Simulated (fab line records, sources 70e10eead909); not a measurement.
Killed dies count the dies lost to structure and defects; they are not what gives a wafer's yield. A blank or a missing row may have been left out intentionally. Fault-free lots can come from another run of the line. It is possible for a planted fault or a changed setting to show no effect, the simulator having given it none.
Matching of chambers + flow nandHarc + 3 sister chambers for NHARC_P_M1_PRE_CLEAN_32 on pecvd-02
The step time 12 s. 3 wafers are shown with their chamber, then 11 later ones without.

== WAFERS WITH THEIR CHAMBER ==
| wafer  | chamber | heaterPowerOuterW (W) |
|--------|---------|-----------------------|
| L087.3 | 0       | 345                   |
| L087.5 | 2       | 406                   |
| L089.2 | 1       | 395                   |

== WAFERS MISSING THEIR CHAMBER ==
| wafer  | heaterPowerOuterW (W) |
|--------|-----------------------|
| L089.3 | 392                   |
| L089.5 | 383                   |
| L093.1 | 345                   |
| L093.3 | 434                   |
| L093.6 | 450                   |
| L096.1 | 366                   |
| L096.5 | 357                   |
| L096.6 | 466                   |
| L097.1 | 430                   |
| L097.2 | 307                   |
| L097.3 | 368                   |

== CHAMBER TAKEN BY EACH ==
| wafer  | from the rows above          | in truth |
|--------|------------------------------|----------|
| L089.3 | can't be placed: 1 or 2 or 0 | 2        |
| L089.5 | can't be placed: 1 or 2 or 0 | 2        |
| L093.1 | can't be placed: 0 or 1      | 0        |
| L093.3 | can't be placed: 2 or 1      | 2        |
| L093.6 | can't be placed: 2 or 1      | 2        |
| L096.1 | can't be placed: 0 or 1 or 2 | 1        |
| L096.5 | can't be placed: 0 or 1 or 2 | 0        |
| L096.6 | can't be placed: 2 or 1      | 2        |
| L097.1 | can't be placed: 2 or 1      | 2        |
| L097.2 | can't be placed: 0 or 1      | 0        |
| L097.3 | can't be placed: 0 or 1 or 2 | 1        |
Correctly placed: 0 of 11. Can't be placed from these rows: 11 (the true chamber is among the candidates in 11). Placed wrongly: 0.
How it was worked out, from the rows above alone: a wafer's distance from a chamber is the root of the sum, over the readings, of the square of ((its reading less the chamber's mean) divided by the reading's scatter). The wafer belongs to the nearest chamber; if the next one is less than 2 further off, it can't be placed. The mean given for a chamber averages the wafers shown for that chamber. The scatter: root of mean squared gap, hidden wafer to nearest shown wafer, with one shown wafer a chamber.
